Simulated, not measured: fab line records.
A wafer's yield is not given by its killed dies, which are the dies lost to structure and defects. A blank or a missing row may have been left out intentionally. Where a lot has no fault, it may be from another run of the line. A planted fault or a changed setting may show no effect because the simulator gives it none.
Chamber matching + flow nandHarc + rieDiel-13 running NHARC_A_CONTACT_ETCH_77: 4 sister chambers
The step etches the open film in CF4/CHF3, target depth 72.6 nm, time 36.3 s. 16 wafers are shown with their chamber, then 8 later ones without.

== WAFERS WITH THEIR CHAMBER ==
| wafer  | chamber | drypumpMotorCurrentA (A) | showerheadPlenumPTorr (Torr) | runLengthS (s) |
|--------|---------|--------------------------|------------------------------|----------------|
| L840.1 | 3       | 6.2                      | 1.63                         | 57.2           |
| L840.3 | 0       | 5.6                      | 1.57                         | 56.6           |
| L840.6 | 0       | 5.6                      | 1.57                         | 56.6           |
| L838.1 | 2       | 6.1                      | 1.50                         | 57.5           |
| L838.3 | 3       | 6.2                      | 1.63                         | 57.1           |
| L838.6 | 3       | 6.2                      | 1.63                         | 57.1           |
| L847.1 | 1       | 5.2                      | 1.60                         | 57.1           |
| L847.3 | 2       | 6.1                      | 1.49                         | 57.9           |
| L847.5 | 2       | 6.0                      | 1.49                         | 57.7           |
| L854.1 | 1       | 5.2                      | 1.59                         | 57.1           |
| L854.3 | 0       | 5.6                      | 1.57                         | 56.6           |
| L854.6 | 2       | 6.0                      | 1.49                         | 57.7           |
| L855.3 | 3       | 6.2                      | 1.62                         | 57.3           |
| L855.4 | 1       | 5.2                      | 1.59                         | 57.2           |
| L855.5 | 3       | 6.2                      | 1.62                         | 57.2           |
| L858.1 | 2       | 6.0                      | 1.49                         | 57.3           |

SIGNATURES, as means of the wafers listed above
| reading               | chamber 0 | chamber 1 | chamber 2 | chamber 3 | scatter within a chamber |
|-----------------------|-----------|-----------|-----------|-----------|--------------------------|
| drypumpMotorCurrentA  | 5.600     | 5.200     | 6.040     | 6.200     | 0.0316                   |
| showerheadPlenumPTorr | 1.5700    | 1.5933    | 1.4920    | 1.6260    | 0.00471                  |
| runLengthS            | 56.600    | 57.133    | 57.620    | 57.180    | 0.142                    |
Rule: a wafer's distance from a chamber is the root of the sum, over the readings, of the square of ((its reading less the chamber's mean) divided by the reading's scatter). If the next closest chamber is less than 2 further off than the closest, the wafer can't be placed; otherwise it belongs to the closest. The scatter: take each reading less its chamber's mean, square it, sum over the shown wafers, divide by the number of wafers less the number of chambers, and take the root.

== WAFERS MISSING THEIR CHAMBER ==
| wafer  | drypumpMotorCurrentA (A) | showerheadPlenumPTorr (Torr) | runLengthS (s) |
|--------|--------------------------|------------------------------|----------------|
| L858.4 | 5.2                      | 1.59                         | 57.2           |
| L858.6 | 6.2                      | 1.62                         | 57.8           |
| L856.2 | 6.0                      | 1.49                         | 57.4           |
| L856.3 | 5.2                      | 1.59                         | 57.1           |
| L856.5 | 6.0                      | 1.49                         | 57.6           |
| L860.3 | 5.2                      | 1.59                         | 57.2           |
| L860.5 | 5.6                      | 1.57                         | 56.9           |
| L860.6 | 6.2                      | 1.62                         | 57.0           |

== CHAMBER TAKEN BY EACH ==
| wafer  | from the rows above | in truth |
|--------|---------------------|----------|
| L858.4 | 1                   | 1        |
| L858.6 | 3                   | 3        |
| L856.2 | 2                   | 2        |
| L856.3 | 1                   | 1        |
| L856.5 | 2                   | 2        |
| L860.3 | 1                   | 1        |
| L860.5 | 0                   | 0        |
| L860.6 | 3                   | 3        |
Placed correctly: 8 of 8. Not placeable from these rows: 0. Placed wrongly: 0.
